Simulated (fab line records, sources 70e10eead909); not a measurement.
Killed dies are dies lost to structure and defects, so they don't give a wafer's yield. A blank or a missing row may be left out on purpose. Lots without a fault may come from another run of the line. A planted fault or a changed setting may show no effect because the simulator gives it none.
Problem report in the 8D (eight disciplines) form, filled by code | flow nand_harc | the parts of the form that need people (team, actions taken, sign-off) are left out

1. THE PROBLEM
cd_nm at NHARC_P_M1_CD_MEAS_09 reads a mean of 123.5 nm on 6 wafers of 2 lots; wafers without a fault read 130.0 nm with a standard deviation of 0.68. That is -9.5 standard deviations from the usual mean.
The step: target cd 130 nm.
First seen on wafer L322.1, day 15 10:16, on cd_sem-03. The record holds 30 wafers of 10 lots with a number at this step. Rule for "out", or "out of limits": more than 4 standard deviations from the usual mean. The other wafers with a number count as sound.

2. WHAT IT IS AND WHAT IT IS NOT
question                    | is                     | is not
which readings at this step | cd_nm                  | -
which lots                  | L322, L324             | L301, L302, L303, L304, L306, L307, L311, L313
which wafers of those lots  | all that have a number | -
read on which gauges        | cd_sem-03              | cd_sem-01, cd_sem-02
when                        | from day 15 10:16      | up to then (24 sound wafers)

3. SUSPECTS, AND WHAT RULES EACH OUT
Counting: a tool at a process step up to the reading stays a suspect if it ran every lot that is out and no sound lot after the first of them.
- the gauge at NHARC_P_M1_CD_MEAS_09: ruled out. All the wafers that are out were read on cd_sem-03, but those of them that NHARC_P_M1_EXPOSE_06 has rows for are out there too, on other tools.
- rtp_anneal-01 at NHARC_P_M0_ANNEAL_30 (time 90 s): kept. It ran every lot that is out, first L322 (day 15 08:04), and no sound lot after that; its last sound lot up to then is L311 (day 10 03:43).
- arfi_scanner-02 at NHARC_P_M1_EXPOSE_06 (exposes mask P M1, target cd 130 nm): kept. It ran every lot that is out, first L322 (day 15 10:08), and no sound lot after that; its last sound lot up to then is L307 (day 8 16:53). Its own readings are out on those wafers: exposure_dose_mJ_cm2.
Left after counting: rtp_anneal-01 at NHARC_P_M0_ANNEAL_30, arfi_scanner-02 at NHARC_P_M1_EXPOSE_06.

4. THE CAUSE (what the simulator had put in)
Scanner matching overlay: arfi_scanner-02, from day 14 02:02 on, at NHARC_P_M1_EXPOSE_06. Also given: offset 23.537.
Counting left 2 suspects, and this tool is among them.

5. THE CHAIN OF EFFECTS, in route order
Each row: a reading whose mean over the struck wafers that have a number lies more than 3 standard deviations from the usual. Only readings for which the record gives a usual standard deviation are gone through. hours: the time from each lot's start at the first step in this table that gives one to its start at this step, as a median over the lots. sigmas: the change in usual standard deviations.
hours | step                   | reading              | usual    | on struck wafers | change | sigmas
0     | NHARC_P_M1_EXPOSE_06   | exposure_dose_mJ_cm2 | 81.88    | 73.81            | -8.07  | -92
0     | NHARC_P_M1_CD_MEAS_09  | cd_nm                | 130.0 nm | 123.5            | -6.5   | -9.5
0     | NHARC_P_M1_OVL_MEAS_10 | overlay_x_nm         | -0.1 nm  | 22.9             | +23.0  | +23
The process steps in it:
- NHARC_P_M1_EXPOSE_06: exposes mask P M1, target cd 130 nm.
Later measuring or inspecting steps at which every struck wafer that the step has a row for has a number for every such reading, and none has moved that far: NHARC_P_M1_INSPECT_11, NHARC_END_SORT_01.

6. WHAT WOULD HAVE CAUGHT IT SOONER
In this record the first reading out of limits at a measuring or inspecting step was taken at day 15 10:16, 32 hours after the fault began at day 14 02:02.
The tool's own readings at NHARC_P_M1_EXPOSE_06 were out on every struck wafer that the step has a row for (exposure_dose_mJ_cm2): an alarm limit on them would have fired on the first of those.
Of the lots that are out (2), L324 began NHARC_P_M1_EXPOSE_06 on arfi_scanner-02 after day 15 10:16. A hold on the tool at that time would have spared it.
